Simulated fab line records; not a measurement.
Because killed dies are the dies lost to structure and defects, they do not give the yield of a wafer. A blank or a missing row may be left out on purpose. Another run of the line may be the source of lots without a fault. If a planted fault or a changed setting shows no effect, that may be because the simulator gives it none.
The tool behind it: which one?    flow nand_harc    Sampling: 12 lots, 36 wafers, 5 of 1302 route steps

== WHAT EACH GAUGE READ, for each wafer ==
NHARC_END_SORT_01. Usual: killed_at_array 62, standard deviation 16; killed_at_other 0.8, standard deviation 1.1; killed_at_periphery 4, standard deviation 3.2; killed_dies 67, standard deviation 16; killed_open 3.5, standard deviation 1.9; killed_short 2.1, standard deviation 1.5.
lot   measured      on         killed_at_array  killed_at_other  killed_at_periphery  killed_dies  killed_open  killed_short  flag
L421  day 28 01:11  prober-01  58 57 55         0 0 0            16 14 6              74 71 61     3 6 3        5 5 2         
L423  day 28 02:01  prober-02  59 51 69         1 1 2            5 5 3                65 57 74     3 0 2        3 2 2         
L426  day 29 10:23  prober-02  46 58 500        0 0 0            12 1 6               58 59 506    5 4 2        2 1 0         OFF

== EACH LOT AND THE TOOL THAT RAN IT (in order: tool; ch and the chambers of the sampled wafers; start) ==
lot   NHARC_A_CONTACT_ETCH_50             NHARC_A_CONTACT_ETCH_112              NHARC_A_CONTACT_ETCH_113              NHARC_A_CONTACT_ETCH_114
L413  rie_diel-03 ch 0,2, day 21 11:04    har_cap_etch-01 ch 0, day 21 12:35    har_cap_etch-01 ch 0, day 21 12:46    har_cap_etch-01 ch 0, day 21 12:56
L414  rie_diel-03 ch 0,1,3, day 22 04:04  har_cap_etch-02 ch 0,1, day 22 05:34  har_cap_etch-02 ch 0,1, day 22 05:44  har_cap_etch-02 ch 0,1, day 22 05:54
L419  rie_diel-11 ch 0,1,2, day 24 04:03  har_cap_etch-02 ch 0,1, day 24 05:31  har_cap_etch-02 ch 0,1, day 24 05:41  har_cap_etch-02 ch 0,1, day 24 05:52
L420  rie_diel-04 ch 0,1,2, day 24 11:10  har_cap_etch-03 ch 0,1, day 24 12:41  har_cap_etch-03 ch 0,1, day 24 12:52  har_cap_etch-03 ch 0,1, day 24 13:02
L421  rie_diel-03 ch 0,1,2, day 25 05:16  har_cap_etch-01 ch 0,1, day 25 06:46  har_cap_etch-01 ch 0,1, day 25 06:56  har_cap_etch-01 ch 0,1, day 25 07:06
L423  rie_diel-03 ch 1,2,3, day 25 08:24  har_cap_etch-03 ch 0,1, day 25 10:12  har_cap_etch-03 ch 0,1, day 25 10:22  har_cap_etch-03 ch 0,1, day 25 10:32
L425  rie_diel-04 ch 1,3, day 25 23:14    har_cap_etch-03 ch 0,1, day 26 01:02  har_cap_etch-03 ch 0,1, day 26 01:13  har_cap_etch-03 ch 0,1, day 26 01:23
L426  rie_diel-03 ch 0,1,2, day 26 07:52  har_cap_etch-03 ch 0,1, day 26 09:21  har_cap_etch-03 ch 0,1, day 26 09:32  har_cap_etch-03 ch 0,1, day 26 09:42
L430  rie_diel-11 ch 1,2,3, day 27 22:58  har_cap_etch-01 ch 0,1, day 28 00:46  har_cap_etch-01 ch 0,1, day 28 00:56  har_cap_etch-01 ch 0,1, day 28 01:06
L432  rie_diel-03 ch 0,1,3, day 29 09:34  har_cap_etch-03 ch 0,1, day 29 11:05  har_cap_etch-03 ch 0,1, day 29 11:16  har_cap_etch-03 ch 0,1, day 29 11:26
L435  rie_diel-11 ch 1,2,3, day 31 06:07  har_cap_etch-02 ch 0,1, day 31 07:38  har_cap_etch-02 ch 0,1, day 31 07:48  har_cap_etch-02 ch 0,1, day 31 07:59
L436  rie_diel-03 ch 0,1,3, day 31 08:32  har_cap_etch-03 ch 1, day 31 10:01    har_cap_etch-03 ch 1, day 31 10:11    har_cap_etch-03 ch 1, day 31 10:22
- NHARC_A_CONTACT_ETCH_50: etches the open film in CF4/CHF3, target depth 121 nm, time 60.5 s.
- NHARC_A_CONTACT_ETCH_112: etches the open film in C4F8/O2/Ar, time 190 s, target depth 1850 nm.
- NHARC_A_CONTACT_ETCH_113: etches the open film in C4F8/O2/Ar, time 190 s, target depth 1850 nm.
- NHARC_A_CONTACT_ETCH_114: etches the open film in C4F8/O2/Ar, time 190 s, target depth 1850 nm.

== WHAT THE TOOLS THEMSELVES READ (means of the sampled wafers that have a number; where no wafer has one, the mark that the record gives instead) ==
NHARC_A_CONTACT_ETCH_50. Usual: drypump_motor_current_A 5.8 A, standard deviation 0.39; oes_product_au 0.950 a.u., standard deviation 0.023; rf_vpp_V 371.4 V, standard deviation 2; run_length_s 81.9 s, standard deviation 0.49; showerhead_plenum_p_Torr 1.59 Torr, standard deviation 0.056; throttle_valve_pct 16.803 %, standard deviation 0.0083.
lot   tool         drypump_motor_current_A (A)  oes_product_au (a.u.)  rf_vpp_V (V)  run_length_s (s)  showerhead_plenum_p_Torr (Torr)  throttle_valve_pct (%)  flag
L413  rie_diel-03  5.7                          0.963                  371.0         81.8              1.56                             16.800                  
L414  rie_diel-03  6.0                          0.962                  372.1         81.3              1.62                             16.803                  
L419  rie_diel-11  5.7                          0.940                  370.0         82.1              1.55                             16.805                  
L420  rie_diel-04  5.7                          0.982                  371.6         81.8              1.60                             16.795                  
L421  rie_diel-03  5.8                          0.973                  371.4         81.9              1.58                             16.795                  
L423  rie_diel-03  6.2                          0.961                  370.4         81.9              1.59                             16.810                  
L425  rie_diel-04  5.5                          0.926                  371.2         82.0              1.58                             16.801                  
L426  rie_diel-03  5.8                          0.978                  370.7         77.4              1.58                             16.801                  OFF
L430  rie_diel-11  5.7                          0.954                  371.6         82.1              1.60                             16.805                  
L432  rie_diel-03  6.0                          0.979                  372.0         81.4              1.61                             16.811                  
L435  rie_diel-11  5.7                          0.932                  370.9         82.2              1.59                             16.805                  
L436  rie_diel-03  6.0                          0.972                  371.8         81.4              1.61                             16.795                  

== THE ANSWER, worked out from the rows above alone ==
Rule: a lot is off if the mean of its wafers that have a number lies more than 3 standard deviations from the usual mean. A lot without any number at a reading at which 4 lots or more have one is off too. Where the step has rows for the other lots, those lots are counted as sound. The gauges are gone through in route order, then the tools' own readings, and for those a lot's mean is taken as printed above. At the first step where some lot is off, the reading lying furthest off is the one used; lots without a number count as furthest.
Off: L426 (NHARC_END_SORT_01, killed_dies). Neither off nor sound, because the step has no rows for them: L413, L414, L419, L420, L425, L430, L432, L435, L436.
A tool fits if, at a process step before that reading, it ran every lot that is off, and no sound lot after the first of them. Not tried: the gauges at NHARC_END_SORT_01; whatever is off there is also off at NHARC_A_CONTACT_ETCH_50, on other tools, and gauge error can't account for it. 2 tools fit, rie_diel-03 at NHARC_A_CONTACT_ETCH_50 and har_cap_etch-03 at NHARC_A_CONTACT_ETCH_112 and NHARC_A_CONTACT_ETCH_113 and NHARC_A_CONTACT_ETCH_114, so this cannot tell which one it is.

== WHAT THE SIMULATOR PUT IN ==
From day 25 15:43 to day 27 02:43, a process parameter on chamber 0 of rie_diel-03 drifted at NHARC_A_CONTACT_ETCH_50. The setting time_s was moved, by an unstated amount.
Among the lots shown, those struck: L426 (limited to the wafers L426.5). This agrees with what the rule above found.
